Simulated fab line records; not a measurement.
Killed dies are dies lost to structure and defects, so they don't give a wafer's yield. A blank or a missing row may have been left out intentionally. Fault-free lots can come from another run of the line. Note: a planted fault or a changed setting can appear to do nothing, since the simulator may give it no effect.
Chamber matching	flow n5_finfet	N5_BEOL_M2_ETCH_69 on rie_diel-04: 4 sister chambers
The step etches SiARC in CF4, target depth 15.6 nm, time 26 s. 4 wafers are shown with their chamber, then 9 later ones without.

## WAFERS WITH THEIR CHAMBER
wafer	chamber	showerhead_plenum_p_Torr (Torr)
L082.6	1	2.20
L084.4	0	2.20
L084.5	2	2.13
L084.6	3	2.13

## WAFERS WITHOUT THEIR CHAMBER
wafer	showerhead_plenum_p_Torr (Torr)
L088.1	2.13
L088.2	2.13
L088.3	2.19
L088.4	2.20
L088.5	2.13
L088.6	2.13
L096.3	2.12
L096.4	2.19
L096.6	2.12

## WHICH CHAMBER EACH ONE RAN IN
wafer	from the rows above	in truth
L088.1	can't be placed: 2 or 3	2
L088.2	can't be placed: 2 or 3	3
L088.3	can't be placed: 0 or 1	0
L088.4	can't be placed: 0 or 1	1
L088.5	can't be placed: 2 or 3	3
L088.6	can't be placed: 2 or 3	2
L096.3	can't be placed: 2 or 3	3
L096.4	can't be placed: 0 or 1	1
L096.6	can't be placed: 2 or 3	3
Correctly placed: 0 of 9. From these rows, 9 cannot be placed; in 9 the true chamber is one of the candidates. Wrongly placed: 0.
How it was worked out, from the rows above alone: a wafer's distance from a chamber is the root of the sum, over the readings, of the square of ((its reading less the chamber's mean) divided by the reading's scatter). If the next closest chamber is less than 2 further off than the closest, the wafer can't be placed; otherwise it belongs to the closest. For every chamber, the mean is computed from those of its wafers that are shown. The scatter: with one shown wafer a chamber, the root of the mean of the squares of how far each hidden wafer lies from its nearest shown one.
